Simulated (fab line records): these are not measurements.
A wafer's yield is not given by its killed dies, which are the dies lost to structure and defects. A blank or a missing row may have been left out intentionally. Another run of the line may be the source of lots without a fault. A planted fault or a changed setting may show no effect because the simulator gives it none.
A struck lot beside a sound one + flow nand harc + 21 steps out of a route of 1302
Sound: the wafers L830.1, L830.2, L830.6. The struck wafers were L837.1, L837.2, L837.6. The cause comes at the end.
Per side, at each step with rows, come the tool, then ch with its chambers, and then its first start. Under that, the readings that differ: sound wafers + struck wafers + difference of the means + sigmas: that difference in standard deviations of wafers without a fault.
alike: readings with means less than 2 such deviations apart, plus words and numbers identical on both sides. not compared: withheld readings, readings lacking a value on some wafer, bounds such as >300 that could conceal the same value, and numbers that have no deviation in the record and whose values overlap.
Wherever a step has rows on one side only, a row that says differs or no value, or a row with sigmas, the two part there. Numbers that don't overlap but have no deviation are shown without sigmas and don't part them. A reading missing from all wafers of one side parts the sides only when that side holds two or more wafers.

NHARC_A_BLC_CVD_24: deposits W, target thk 150 nm, time 434 s.
  sound: cvd w-01 ch 0,1; struck: cvd w-02 ch 0,1
  alike: heater power outer w, heater power w, throttle valve pct
NHARC_A_BLC_CMP_25: polishes, t overpolish 30 s, target thk 150 nm.
  sound on cmp-01 ch 0,1,3, day 24 08:52; struck on cmp-01 ch 0,2, day 26 18:55
| reading                | sound          | struck         | difference | sigmas |
|------------------------|----------------|----------------|------------|--------|
| time to endpoint s (s) | 33.8 31.3 30.7 | 28.7 27.2 25.4 | -4.8       | -3     |
  alike: motor current A, overpolish run s
then, 1 step without rows for these wafers: NHARC_A_BLC_SRD_27.
NHARC_A_BLC_INSPECT_28:
  sound: defect inspect-01 at day 24 09:16; struck: defect inspect-01 at day 26 19:17
  alike: raw defect count
then, 7 steps without rows for these wafers: NHARC_A_M0_DEP_00 (deposits SiOC, target thk 150 nm); NHARC_A_M0_DEHYDRATE_01 (time 120 s); NHARC_A_M0_HMDS_02 (time 30 s); NHARC_A_M0_COAT_33 (time 65 s); NHARC_A_M0_COAT_03 (resist thk 90 nm); NHARC_A_M0_SOFTBAKE_04 (time 55 s); NHARC_A_M0_EBR_05.
NHARC_A_M0_EXPOSE_06: exposes mask A M0, target cd 80 nm.
  sound on arfi scanner-03 ch 0, day 24 10:02; struck on arfi scanner-02 ch 0, day 26 19:55
| reading              | sound          | struck         | difference | sigmas |
|----------------------|----------------|----------------|------------|--------|
| exposure dose mJ cm2 | 83.0 83.1 83.0 | 71.5 71.4 71.4 | -11.6      | -14    |
  alike: mask
then, 2 steps without rows for these wafers: NHARC_A_M0_PEB_07 (peb time 65 s); NHARC_A_M0_DEVELOP_08 (develop time 35 s).
NHARC_A_M0_CD_MEAS_09: the cd target is 80 nm.
  sound on cd sem-02 ch 0, day 24 10:10; struck on cd sem-01 ch 0, day 26 20:04
| reading    | sound          | struck         | difference | sigmas |
|------------|----------------|----------------|------------|--------|
| cd nm (nm) | 80.5 79.7 80.0 | 69.7 68.9 68.8 | -10.9      | -20    |
NHARC_A_M0_OVL_MEAS_10: pitch 160 nm.
  sound: overlay-02 at day 24 10:16; struck: overlay-02 at day 26 20:09
  alike: overlay x nm, overlay y nm
NHARC_A_M0_INSPECT_11:
  sound: defect inspect-02 at day 24 10:18; struck: defect inspect-02 at day 26 20:11
  alike: raw defect count
NHARC_A_M0_DESCUM_14: chemistry O2, time 3 s.
  sound on rie diel-03 ch 0,2, day 24 10:22; struck on rie diel-01 ch 1,2,3, day 26 20:16
| reading               | sound             | struck            | difference | sigmas |
|-----------------------|-------------------|-------------------|------------|--------|
| oes product au (a.u.) | 0.998 0.993 0.995 | 1.009 1.012 1.016 | +0.017     | +2     |
| model.A_M0.cd nm (nm) | 80.76 79.56 79.72 | 69.51 69.09 69.15 | -10.76     |        |
  alike: drypump motor current A, rf vpp V, showerhead plenum p Torr, throttle valve pct
  not compared: rf hours counter h
NHARC_A_M0_ETCH_34: etches the open film in N2/H2, target depth 40 nm, overetch 12 nm, time 43.94 s.
  sound on rie diel-03 ch 1,2, day 24 10:28; struck on rie diel-01 ch 1,3, day 26 20:21
  alike: bias w, drypump motor current A, oes product au, rf vpp V, showerhead plenum p Torr, throttle valve pct
  not compared: rf hours counter h
NHARC_A_M0_ETCH_15: etches the open film in C4F8/Ar, target depth 150 nm, overetch 15 nm, time 82.5 s.
  sound: rie diel-03 ch 1,2; struck: rie diel-01 ch 1,2,3
| reading               | sound             | struck            | difference | sigmas |
|-----------------------|-------------------|-------------------|------------|--------|
| model.A_M0.cd nm (nm) | 80.74 79.57 79.88 | 69.41 69.28 69.11 | -10.80     |        |
  alike: bias w, oes product au, rf vpp V
  not compared: rf hours counter h
NHARC_A_M0_CD_MEAS_16:
  sound: cd sem-02 at day 24 10:42; struck: cd sem-01 at day 26 20:35
| reading    | sound          | struck         | difference | sigmas |
|------------|----------------|----------------|------------|--------|
| cd nm (nm) | 80.8 79.8 80.1 | 69.6 69.1 69.2 | -10.9      | -17    |

## WHERE THEY PART
At NHARC_A_BLC_CMP_25 first; at NHARC_A_M0_CD_MEAS_16 last (within this record only).

WHY: what had been put in by the simulator
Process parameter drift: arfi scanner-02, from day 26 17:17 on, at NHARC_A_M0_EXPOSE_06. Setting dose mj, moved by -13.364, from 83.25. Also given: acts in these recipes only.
